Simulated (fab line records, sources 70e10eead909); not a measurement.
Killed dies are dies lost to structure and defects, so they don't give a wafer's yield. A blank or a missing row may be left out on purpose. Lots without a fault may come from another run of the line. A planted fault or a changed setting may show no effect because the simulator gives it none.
Which tool did it? | flow nand_harc | 24 lots, 72 wafers sampled, at 6 steps of a route of 1302

WHAT THE GAUGES READ, wafer by wafer
NHARC_A_M0_THK_MEAS_24: measures by xrf. Usual: thk_nm 113.4 nm, standard deviation 1.6.
lot  | measured     | on            | thk_nm (nm)       | flag
L074 | day 22 21:20 | film_metro-02 | 114.5 115.6 113.5 |
L076 | day 23 12:57 | film_metro-02 | 112.8 111.8 111.7 |
L075 | day 23 16:48 | film_metro-02 | 112.3 114.5 112.9 |
L077 | day 23 23:52 | film_metro-02 | 113.3 112.6 113.4 |
L078 | day 24 00:50 | film_metro-02 | 115.9 113.5 112.7 |
L079 | day 24 14:56 | film_metro-02 | 113.9 116.4 112.4 |
L080 | day 25 08:00 | film_metro-01 | 110.8 113.1 113.2 |
L081 | day 25 17:10 | film_metro-01 | 112.3 112.2 114.4 |
L082 | day 25 20:41 | film_metro-02 | 113.3 111.8 113.3 |
L085 | day 27 13:14 | film_metro-02 | 116.3 112.2 112.3 |
L083 | day 27 17:17 | film_metro-02 | 109.7 109.5 108.9 |
L086 | day 27 18:53 | film_metro-02 | 110.7 110.6 110.9 |
L084 | day 27 20:25 | film_metro-01 | 112.8 112.8 113.3 |
L087 | day 28 15:17 | film_metro-02 | 112.2 111.7 112.0 |
L088 | day 28 19:47 | film_metro-01 | 114.0 111.1 112.6 |
L089 | day 29 05:35 | film_metro-02 | 115.2 113.3 115.0 |
L091 | day 29 09:59 | film_metro-02 | 114.2 114.0 115.0 |
L090 | day 29 11:14 | film_metro-02 | 115.4 114.6 115.3 |
L094 | day 30 21:23 | film_metro-01 | 114.6 111.3 114.4 |
L093 | day 30 23:08 | film_metro-01 | 113.8 113.2 114.5 |
L092 | day 31 02:14 | film_metro-02 | 117.8 113.8 115.1 |
L095 | day 31 10:57 | film_metro-01 | 114.0 111.1 113.5 |
L096 | day 31 18:52 | film_metro-02 | 114.5 113.8 113.3 |
L097 | day 32 05:15 | film_metro-02 | 114.1 113.5 113.6 |

NHARC_A_M1_THK_MEAS_24: measures by xrf. Usual: thk_nm 154.0 nm, standard deviation 1.7.
lot  | measured     | on            | thk_nm (nm)       | flag
L074 | day 23 01:28 | film_metro-02 | 156.8 155.7 155.8 |
L076 | day 23 17:11 | film_metro-02 | 153.9 155.5 155.4 |
L075 | day 23 21:08 | film_metro-02 | 152.5 153.4 152.2 |
L077 | day 24 04:01 | film_metro-02 | 154.2 154.3 151.6 |
L078 | day 24 05:01 | film_metro-02 | 153.2 153.7 152.0 |
L079 | day 24 19:05 | film_metro-01 | 156.1 154.6 154.4 |
L080 | day 25 12:11 | film_metro-02 | 156.5 154.8 155.9 |
L081 | day 25 21:19 | film_metro-02 | 156.7 156.5 154.9 |
L082 | day 26 00:44 | film_metro-02 | 155.7 151.2 152.9 |
L085 | day 27 17:35 | film_metro-02 | 153.5 154.6 156.0 |
L083 | day 27 21:37 | film_metro-01 | 151.7 152.3 151.5 |
L086 | day 27 23:03 | film_metro-02 | 154.4 153.8 153.5 |
L084 | day 28 00:27 | film_metro-02 | 152.5 153.9 152.3 |
L087 | day 28 19:27 | film_metro-01 | 155.8 153.2 157.1 |
L088 | day 28 23:49 | film_metro-01 | 156.3 155.8 154.2 |
L089 | day 29 09:44 | film_metro-01 | 153.0 151.5 150.6 |
L091 | day 29 14:19 | film_metro-01 | 153.1 154.9 153.5 |
L090 | day 29 15:22 | film_metro-01 | 154.6 151.2 153.5 |
L094 | day 31 01:34 | film_metro-02 | 152.8 155.5 154.5 |
L093 | day 31 03:10 | film_metro-01 | 154.4 155.3 155.1 |
L092 | day 31 06:31 | film_metro-02 | 155.2 156.4 154.4 |
L095 | day 31 14:59 | film_metro-02 | 155.9 154.4 153.5 |
L096 | day 31 23:01 | film_metro-01 | 155.1 154.2 152.0 |
L097 | day 32 09:20 | film_metro-02 | 150.7 152.9 149.6 |

NHARC_A_BONDPAD_THK_MEAS_30: measures by ellipsometry. Usual: thk_nm 199.4 nm, standard deviation 1.8.
lot  | measured     | on            | thk_nm (nm)       | flag
L074 | day 23 02:59 | film_metro-02 | 199.1 198.3 198.2 |
L076 | day 23 18:42 | film_metro-02 | 195.3 196.6 197.5 |
L075 | day 23 22:58 | film_metro-02 | 199.7 201.9 201.4 |
L077 | day 24 05:32 | film_metro-02 | 198.7 199.6 201.2 |
L078 | day 24 06:32 | film_metro-02 | 201.2 198.1 199.1 |
L079 | day 24 20:36 | film_metro-01 | 197.3 198.3 197.8 |
L080 | day 25 13:42 | film_metro-02 | 195.6 196.8 198.4 |
L081 | day 25 23:13 | film_metro-01 | 200.4 199.4 198.1 |
L082 | day 26 02:19 | film_metro-01 | 199.3 198.3 199.9 |
L085 | day 27 19:08 | film_metro-02 | 201.3 196.0 198.1 |
L083 | day 27 23:08 | film_metro-02 | 201.6 199.2 200.2 |
L086 | day 28 00:35 | film_metro-02 | 203.4 200.4 199.3 |
L084 | day 28 01:58 | film_metro-01 | 199.6 194.1 199.7 |
L087 | day 28 20:58 | film_metro-02 | 198.8 200.0 198.6 |
L088 | day 29 01:22 | film_metro-02 | 200.5 199.8 197.1 |
L089 | day 29 11:15 | film_metro-02 | 198.7 199.1 198.0 |
L091 | day 29 15:49 | film_metro-02 | 197.9 199.4 200.2 |
L090 | day 29 16:52 | film_metro-02 | 199.7 198.3 198.2 |
L094 | day 31 03:04 | film_metro-02 | 199.4 200.5 200.6 |
L093 | day 31 04:41 | film_metro-02 | 200.8 198.9 199.8 |
L092 | day 31 08:01 | film_metro-01 | 203.1 200.9 199.8 |
L095 | day 31 16:29 | film_metro-02 | 201.7 199.6 198.1 |
L096 | day 32 00:32 | film_metro-02 | 201.2 199.7 204.0 |
L097 | day 32 10:51 | film_metro-02 | 201.9 201.6 200.1 |

WHICH TOOL RAN EACH LOT (tool, then ch and the chambers of the sampled wafers, then the start)
lot  | NHARC_A_M0_STRIP_18                | NHARC_A_M1_ETCH_28                            | NHARC_A_BONDPAD_CMP_29
L074 | rie_diel-02 ch 0,1,3, day 22 19:26 | rie_diel-01 ch 2,3, day 23 01:28 or earlier   | cmp-02 ch 0,1,3, day 23 02:46
L076 | rie_diel-02 ch 0,1,2, day 23 10:59 | rie_diel-10 ch 1,2,3, day 23 17:11 or earlier | cmp-02 ch 0,1, day 23 18:27
L075 | rie_diel-02 ch 1,2, day 23 14:52   | rie_diel-10 ch 2,3, day 23 21:08 or earlier   | cmp-03 ch 1,2,3, day 23 22:43
L077 | rie_diel-07 ch 0,3, day 23 21:55   | rie_diel-12 ch 0,3, day 24 04:01 or earlier   | cmp-04 ch 0,1,3, day 24 05:20
L078 | rie_diel-06 ch 1,2,3, day 23 22:54 | rie_diel-01 ch 0,1,3, day 24 05:01 or earlier | cmp-03 ch 1,2,3, day 24 06:18
L079 | rie_diel-07 ch 0,2, day 24 13:01   | rie_diel-10 ch 0,1,2, day 24 19:05 or earlier | cmp-02 ch 0,1,3, day 24 20:21
L080 | rie_diel-06 ch 2,3, day 25 06:03   | rie_diel-01 ch 0,1,2, day 25 12:11 or earlier | cmp-03 ch 0,1,2, day 25 13:31
L081 | rie_diel-02 ch 0,1,3, day 25 15:16 | rie_diel-12 ch 1,2, day 25 21:19 or earlier   | cmp-03 ch 2,3, day 25 22:58
L082 | rie_diel-06 ch 0,3, day 25 18:46   | rie_diel-12 ch 0,1,2, day 26 00:44 or earlier | cmp-02 ch 0,3, day 26 02:05
L085 | rie_diel-06 ch 0,1,2, day 27 11:19 | rie_diel-01 ch 1,2, day 27 17:35 or earlier   | cmp-02 ch 0,1,2, day 27 18:54
L083 | rie_diel-06 ch 0,1,3, day 27 15:15 | rie_diel-12 ch 0,2,3, day 27 21:37 or earlier | cmp-04 ch 1,2,3, day 27 22:54
L086 | rie_diel-06 ch 0,3, day 27 16:49   | rie_diel-01 ch 0,1, day 27 23:03 or earlier   | cmp-03 ch 0,1, day 28 00:20
L084 | rie_diel-06 ch 0,1,3, day 27 18:27 | rie_diel-01 ch 0,1,2, day 28 00:27 or earlier | cmp-02 ch 0,2, day 28 01:44
L087 | rie_diel-02 ch 0,3, day 28 13:10   | rie_diel-01 ch 1,3, day 28 19:27 or earlier   | cmp-02 ch 1,2,3, day 28 20:44
L088 | rie_diel-02 ch 0,1,3, day 28 17:44 | rie_diel-10 ch 1,3, day 28 23:49 or earlier   | cmp-04 ch 0,1,3, day 29 01:08
L089 | rie_diel-07 ch 0,3, day 29 03:20   | rie_diel-01 ch 0,3, day 29 09:44 or earlier   | cmp-04 ch 0,2,3, day 29 11:02
L091 | rie_diel-07 ch 0,2, day 29 07:48   | rie_diel-01 ch 0,2,3, day 29 14:19 or earlier | cmp-02 ch 0,1,3, day 29 15:34
L090 | rie_diel-02 ch 0,1, day 29 09:02   | rie_diel-10 ch 0,2,3, day 29 15:22 or earlier | cmp-03 ch 1,2,3, day 29 16:37
L094 | rie_diel-06 ch 0,3, day 30 19:26   | rie_diel-10 ch 0,2,3, day 31 01:34 or earlier | cmp-03 ch 1,2,3, day 31 02:50
L093 | rie_diel-02 ch 0,1,3, day 30 21:12 | rie_diel-12 ch 1,2,3, day 31 03:10 or earlier | cmp-04 ch 0,2,3, day 31 04:28
L092 | rie_diel-02 ch 0,3, day 31 00:19   | rie_diel-10 ch 0,1,3, day 31 06:31 or earlier | cmp-04 ch 0,1,3, day 31 07:49
L095 | rie_diel-02 ch 0,1,3, day 31 09:01 | rie_diel-12 ch 0,1,2, day 31 14:59 or earlier | cmp-02 ch 0,2,3, day 31 16:14
L096 | rie_diel-06 ch 0,1,2, day 31 16:56 | rie_diel-12 ch 0,2,3, day 31 23:01 or earlier | cmp-04 ch 0,1,3, day 32 00:17
L097 | rie_diel-07 ch 1,2,3, day 32 03:11 | rie_diel-12 ch 1,3, day 32 09:20 or earlier   | cmp-04 ch 0,3, day 32 10:36
- NHARC_A_M0_STRIP_18: strips in N2/H2.
- NHARC_A_M1_ETCH_28: etches the open film in CF4/N2, target depth 30 nm, time 72.99 s.
- NHARC_A_BONDPAD_CMP_29: polishes SiCN, target thk 200 nm.

WHAT THE TOOLS THEMSELVES READ (means of the sampled wafers that have a number; where no wafer has one, the mark that the record gives instead)
NHARC_A_M0_STRIP_18. Usual: drypump_motor_current_A 5.7 A, standard deviation 0.42; oes_product_au 0.995 a.u., standard deviation 0.0095; rf_vpp_V 90.8 V, standard deviation 0.94; showerhead_plenum_p_Torr 2.06 Torr, standard deviation 0.075; throttle_valve_pct 14.171 %, standard deviation 0.008.
lot  | tool        | drypump_motor_current_A (A) | oes_product_au (a.u.) | rf_vpp_V (V) | showerhead_plenum_p_Torr (Torr) | throttle_valve_pct (%) | flag
L074 | rie_diel-02 | 5.4                         | 1.003                 | 90.3         | 2.03                            | 14.165                 |
L076 | rie_diel-02 | 5.6                         | 1.007                 | 91.4         | 2.07                            | 14.175                 |
L075 | rie_diel-02 | 5.8                         | 1.002                 | 92.2         | 2.12                            | 14.166                 |
L077 | rie_diel-07 | 5.8                         | 0.995                 | 90.4         | 2.03                            | 14.172                 |
L078 | rie_diel-06 | 6.0                         | 0.980                 | 91.4         | 2.08                            | 14.172                 |
L079 | rie_diel-07 | 5.8                         | 0.994                 | 90.7         | 2.12                            | 14.174                 |
L080 | rie_diel-06 | 6.0                         | 0.989                 | 90.0         | 2.07                            | 14.171                 |
L081 | rie_diel-02 | 5.4                         | 1.003                 | 90.6         | 2.02                            | 14.175                 |
L082 | rie_diel-06 | 5.8                         | 0.993                 | 91.3         | 2.09                            | 14.170                 |
L085 | rie_diel-06 | 6.0                         | 0.985                 | 90.6         | 2.06                            | 14.164                 |
L083 | rie_diel-06 | 5.7                         | 0.992                 | 91.2         | 2.10                            | 14.163                 |
L086 | rie_diel-06 | 5.8                         | 0.991                 | 91.1         | 2.09                            | 14.172                 |
L084 | rie_diel-06 | 5.6                         | 1.002                 | 90.6         | 2.10                            | 14.167                 |
L087 | rie_diel-02 | 5.3                         | 0.994                 | 89.9         | 1.98                            | 14.173                 |
L088 | rie_diel-02 | 5.4                         | 0.985                 | 90.2         | 2.02                            | 14.173                 |
L089 | rie_diel-07 | 5.8                         | 0.998                 | 90.4         | 2.03                            | 14.171                 |
L091 | rie_diel-07 | 5.8                         | 0.993                 | 90.9         | 2.11                            | 14.172                 |
L090 | rie_diel-02 | 5.4                         | 0.990                 | 91.1         | 2.09                            | 14.177                 |
L094 | rie_diel-06 | 5.7                         | 0.988                 | 91.9         | 2.07                            | 14.167                 |
L093 | rie_diel-02 | 5.4                         | 0.990                 | 90.0         | 2.02                            | 14.179                 |
L092 | rie_diel-02 | 5.4                         | 0.996                 | 90.5         | 1.95                            | 14.165                 |
L095 | rie_diel-02 | 5.4                         | 0.999                 | 90.4         | 2.02                            | 14.168                 |
L096 | rie_diel-06 | 6.0                         | 0.994                 | 91.0         | 2.05                            | 14.170                 |
L097 | rie_diel-07 | 5.6                         | 0.982                 | 91.7         | 2.12                            | 14.173                 |

NHARC_A_M1_ETCH_28. Usual: drypump_motor_current_A 5.8 A, standard deviation 0.39; oes_product_au 1.003 a.u., standard deviation 0.01; rf_vpp_V 315.0 V, standard deviation 1.9; showerhead_plenum_p_Torr 2.67 Torr, standard deviation 0.11; throttle_valve_pct 19.794 %, standard deviation 0.0089.
lot  | tool        | drypump_motor_current_A (A) | oes_product_au (a.u.) | rf_vpp_V (V) | showerhead_plenum_p_Torr (Torr) | throttle_valve_pct (%) | flag
L074 | rie_diel-01 | 5.6                         | 0.994                 | 316.6        | 2.69                            | 19.792                 |
L076 | rie_diel-10 | 5.7                         | 1.008                 | 314.9        | 2.70                            | 19.787                 |
L075 | rie_diel-10 | 5.7                         | 1.010                 | 316.2        | 2.73                            | 19.797                 |
L077 | rie_diel-12 | 5.7                         | 0.999                 | 316.2        | 2.77                            | 19.789                 |
L078 | rie_diel-01 | 5.5                         | 0.990                 | 312.6        | 2.55                            | 19.796                 |
L079 | rie_diel-10 | 5.6                         | 1.003                 | 314.7        | 2.66                            | 19.796                 |
L080 | rie_diel-01 | 5.8                         | 0.999                 | 314.4        | 2.67                            | 19.791                 |
L081 | rie_diel-12 | 6.0                         | 1.003                 | 315.6        | 2.71                            | 19.792                 |
L082 | rie_diel-12 | 6.0                         | 1.009                 | 315.6        | 2.76                            | 19.795                 |
L085 | rie_diel-01 | 5.6                         | 0.997                 | 314.0        | 2.64                            | 19.791                 |
L083 | rie_diel-12 | 6.0                         | 1.005                 | 316.7        | 2.76                            | 19.798                 |
L086 | rie_diel-01 | 5.6                         | 1.008                 | 313.7        | 2.59                            | 19.788                 |
L084 | rie_diel-01 | 5.8                         | 1.006                 | 314.4        | 2.66                            | 19.794                 |
L087 | rie_diel-01 | 5.2                         | 1.008                 | 313.1        | 2.49                            | 19.793                 |
L088 | rie_diel-10 | 5.9                         | 1.013                 | 314.0        | 2.67                            | 19.799                 |
L089 | rie_diel-01 | 5.7                         | 1.005                 | 313.6        | 2.57                            | 19.805                 |
L091 | rie_diel-01 | 5.6                         | 1.000                 | 314.2        | 2.62                            | 19.793                 |
L090 | rie_diel-10 | 5.5                         | 0.996                 | 315.1        | 2.69                            | 19.796                 |
L094 | rie_diel-10 | 5.5                         | 0.998                 | 316.0        | 2.69                            | 19.789                 |
L093 | rie_diel-12 | 6.0                         | 1.003                 | 315.5        | 2.71                            | 19.804                 |
L092 | rie_diel-10 | 5.7                         | 0.996                 | 315.4        | 2.63                            | 19.799                 |
L095 | rie_diel-12 | 6.0                         | 1.005                 | 316.4        | 2.76                            | 19.785                 |
L096 | rie_diel-12 | 6.0                         | 1.008                 | 316.3        | 2.76                            | 19.791                 |
L097 | rie_diel-12 | 5.7                         | 0.995                 | 315.2        | 2.67                            | 19.790                 |

NHARC_A_BONDPAD_CMP_29. Usual: motor_current_A 11.8 A, standard deviation 1.1.
lot  | tool   | motor_current_A (A) | flag
L074 | cmp-02 | 12.0                |
L076 | cmp-02 | 12.5                |
L075 | cmp-03 | 12.0                |
L077 | cmp-04 | 12.1                |
L078 | cmp-03 | 12.1                |
L079 | cmp-02 | 12.0                |
L080 | cmp-03 | 12.1                |
L081 | cmp-03 | 11.6                |
L082 | cmp-02 | 11.9                |
L085 | cmp-02 | 11.6                |
L083 | cmp-04 | 11.4                |
L086 | cmp-03 | 11.8                |
L084 | cmp-02 | 11.0                |
L087 | cmp-02 | 12.0                |
L088 | cmp-04 | 12.4                |
L089 | cmp-04 | 11.1                |
L091 | cmp-02 | 12.1                |
L090 | cmp-03 | 12.4                |
L094 | cmp-03 | 12.6                |
L093 | cmp-04 | 12.0                |
L092 | cmp-04 | 12.1                |
L095 | cmp-02 | 11.1                |
L096 | cmp-04 | 12.4                |
L097 | cmp-04 | 12.2                |

THE ANSWER, worked out from the rows above alone
Rule: a lot is off if the mean of its wafers that have a number lies more than 3 standard deviations from the usual mean. A lot without any number at a reading at which 4 lots or more have one is off too. The other lots that the step has rows for count as sound. The gauges are gone through in route order, then the tools' own readings, and for those a lot's mean is taken as printed above. The first step at which some lot is off is used, and at that step the reading that is off furthest; a lot without a number counts as furthest.
No lot is off at any reading shown: from this, nothing can be told.

WHAT THE SIMULATOR HAD PUT IN
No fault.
